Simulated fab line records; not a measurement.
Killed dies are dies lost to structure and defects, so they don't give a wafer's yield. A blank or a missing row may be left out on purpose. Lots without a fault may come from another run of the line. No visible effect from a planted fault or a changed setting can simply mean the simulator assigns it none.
A lot that was struck, set against a sound lot	flow n5_finfet	16 steps out of a route of 1938
Sound: these wafers, L559.1, L559.4, L559.6. Struck: wafers L563.1, L563.5. (L563.4 of the same lot was not struck and is left out.) The cause comes at the end.
Per side, at each step with rows, come the tool, then ch with its chambers, and then its first start. Under that, the readings that differ: sound wafers	struck wafers	difference of the means	sigmas: that difference in standard deviations of wafers without a fault.
alike: readings whose means differ by less than 2 such deviations, and words and numbers that are the same on both sides. not compared: withheld readings, readings that some wafer has no value for, bounds like >300 that may hide the same value, and numbers for which the record gives no deviation and whose values overlap.
Wherever a step has rows on one side only, a row that says differs or no value, or a row with sigmas, the two part there. Numbers that don't overlap but have no deviation are shown without sigmas and don't part them. A reading missing from all wafers of one side parts the sides only when that side holds two or more wafers.

first, 1 step without rows for these wafers: N5_BEOL_M3_DESCUM_33 (chemistry O2, time 7 s).
N5_BEOL_M3_ETCH_77: etches underlayer in N2/H2, target depth 6.5 nm, time 5.2 s.
  sound on rie_diel-02 ch 0,2, day 9 02:20; struck on rie_diel-06 ch 2, day 9 20:29
  alike: drypump_motor_current_A, etch_rf_on_time_s, oes_product_au, rf_vpp_V, showerhead_plenum_p_Torr, throttle_valve_pct
  not compared: rf_hours_counter_h
N5_BEOL_M3_ETCH_69: etches SiARC in CF4, target depth 15.6 nm, time 26 s.
  sound on rie_diel-02 ch 0,2, day 9 02:22; struck on rie_diel-06 ch 2, day 9 20:30
reading	sound	struck	difference	sigmas
rf_vpp_V (V)	183.3 182.0 182.8	186.4 185.1	+3.0	+3
  alike: drypump_motor_current_A, etch_rf_on_time_s, oes_product_au, showerhead_plenum_p_Torr, throttle_valve_pct
  not compared: rf_hours_counter_h
N5_BEOL_M3_ALD_98: deposits SiO2, target thk 2.5 nm, pulse time 1 s, co reactant pulse time 1 s.
  sound on ald_sin-01 ch 0,3, day 9 02:32; struck on ald_sin-02 ch 1,3, day 9 20:35
  alike: heater_power_w, precursor_pulse_height_rel
then, 4 steps without rows for these wafers: N5_BEOL_M3_ETCHBACK_99 (etches SiO2 in CHF3, target depth 5 nm, time 10.4 s); N5_BEOL_M3_ETCH_70 (etches SOC in N2/H2, target depth 80 nm, overetch 16 nm, time 120 s); N5_BEOL_M3_STRIP_71 (strips in N2/H2); N5_BEOL_M3_STRIP_78 (strips in N2/H2).
N5_BEOL_M3_VIA_ETCH_34: etches the open film in C4F6/O2, target depth 69.4 nm, time 65.9 s.
  sound on rie_diel-04 ch 1,3, day 9 11:31; struck on rie_diel-06 ch 1, day 9 23:04
reading	sound	struck	difference	sigmas
oes_product_au (a.u.)	0.84 0.67 0.84	1.00 1.00	+0.22	+2
  alike: drypump_motor_current_A, rf_vpp_V, showerhead_plenum_p_Torr, throttle_valve_pct
  not compared: rf_hours_counter_h
then, 2 steps without rows for these wafers: N5_BEOL_M3_STRIP_83 (strips in C4F6/O2); N5_BEOL_M3_STRIP_36 (strips in N2/H2).
N5_BEOL_M3_TRENCH_ETCH_37: etches SiOC in C4F6/O2, target depth 55.555 nm, time 29.2 s.
  sound: rie_diel-04 ch 1,3; struck: rie_diel-06 ch 1
reading	sound	struck	difference	sigmas
oes_product_au (a.u.)	0.85 0.67 0.84	0.98 0.99	+0.20	+2
  alike: drypump_motor_current_A, rf_vpp_V, showerhead_plenum_p_Torr, throttle_valve_pct
  not compared: rf_hours_counter_h
N5_BEOL_M3_ETCH_41: etches SiCN in CH3F/O2, target depth 29.9 nm, time 52.5 s.
  sound on rie_diel-04 ch 1,3, day 9 11:39; struck on rie_diel-06 ch 1, day 9 23:12
reading	sound	struck	difference	sigmas
oes_product_au (a.u.)	0.84 0.66 0.85	1.41 1.42	+0.63	+6
model.etch.depth_nm (nm)	20.6 19.54 20.51	33.47 33.63	+13.33	
  alike: drypump_motor_current_A, rf_vpp_V, showerhead_plenum_p_Torr, throttle_valve_pct
  not compared: rf_hours_counter_h
then, 1 step without rows for these wafers: N5_BEOL_M3_STRIP_97 (strips in N2/H2, time 10 s).
N5_BEOL_M4_RC_MEAS_101:
  sound on prober-01 ch 0, day 10 00:01; struck on prober-01 ch 0, day 11 00:50
  alike: DIBL_N, DIBL_P, IOFF_N, IOFF_P, ION_N, ION_P, SS_N, SS_P, VT_N, VT_P
-- record jumps: 4 days separate the struck wafers' starts on either side; left off in module BEOL_M4, taken up again in module PASSIVATION, whose first shown step is the route's number 1936 --
N5_PASSIVATION_PROBE_49:
  sound on prober-02, day 14 19:35; struck on prober-01, day 15 06:24
reading	sound	struck	difference	sigmas
killed_at_other	2 1 4	11	+9	+3
  alike: defect_limited_yield, killed_at_M0_to_M3, killed_at_M4_up, killed_at_contacts, killed_at_front_end, killed_dies, killed_open, killed_short, sort_bin_4_leakage, sort_bin_5_function, sort_bin_6_memory, sort_n_pass, sort_yield_pct

## WHERE THEY PART
First at N5_BEOL_M3_ETCH_69; last, within this record, at N5_PASSIVATION_PROBE_49.

WHY: the cause the simulator had injected
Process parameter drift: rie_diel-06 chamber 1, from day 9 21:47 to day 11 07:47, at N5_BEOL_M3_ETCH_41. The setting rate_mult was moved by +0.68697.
